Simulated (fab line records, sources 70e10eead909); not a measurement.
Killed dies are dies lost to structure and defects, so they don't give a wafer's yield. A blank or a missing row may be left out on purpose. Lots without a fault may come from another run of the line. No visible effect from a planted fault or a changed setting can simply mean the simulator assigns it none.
Matching of chambers :: flow nand_harc :: NHARC_A_WL_FILL_STRIP_29 on rie_diel-05 has 4 sister chambers
The step strips in O2, time 20 s. 4 wafers are shown with their chamber, then 7 later ones without.

== EACH WAFER AND ITS CHAMBER ==
wafer: L080.3
chamber: 3
drypump_motor_current_A (A): 4.8

wafer: L085.5
chamber: 0
drypump_motor_current_A (A): 5.9

wafer: L086.2
chamber: 1
drypump_motor_current_A (A): 4.8

wafer: L086.5
chamber: 2
drypump_motor_current_A (A): 6.3

== WAFERS MISSING THEIR CHAMBER ==
wafer: L086.6
drypump_motor_current_A (A): 4.8

wafer: L092.2
drypump_motor_current_A (A): 5.9

wafer: L092.3
drypump_motor_current_A (A): 4.9

wafer: L092.6
drypump_motor_current_A (A): 4.9

wafer: L095.2
drypump_motor_current_A (A): 6.0

wafer: L095.4
drypump_motor_current_A (A): 6.3

wafer: L095.6
drypump_motor_current_A (A): 6.3

== WHICH CHAMBER EACH WENT THROUGH ==
wafer: L086.6
from the rows above: can't be placed: 1 or 3
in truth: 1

wafer: L092.2
from the rows above: 0
in truth: 0

wafer: L092.3
from the rows above: can't be placed: 1 or 3
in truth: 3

wafer: L092.6
from the rows above: can't be placed: 1 or 3
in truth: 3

wafer: L095.2
from the rows above: 0
in truth: 0

wafer: L095.4
from the rows above: 2
in truth: 2

wafer: L095.6
from the rows above: 2
in truth: 2
4 of 7 placed correctly. These rows do not allow placing 3 (true chamber among the candidates in 3). Wrongly placed: 0.
How it was worked out, from the rows above alone: a wafer's distance from a chamber is the root of the sum, over the readings, of the square of ((its reading less the chamber's mean) divided by the reading's scatter). If the next closest chamber is less than 2 further off than the closest, the wafer can't be placed; otherwise it belongs to the closest. A chamber's mean is the mean of its shown wafers. The scatter: root of mean squared gap, hidden wafer to nearest shown wafer, with one shown wafer a chamber.
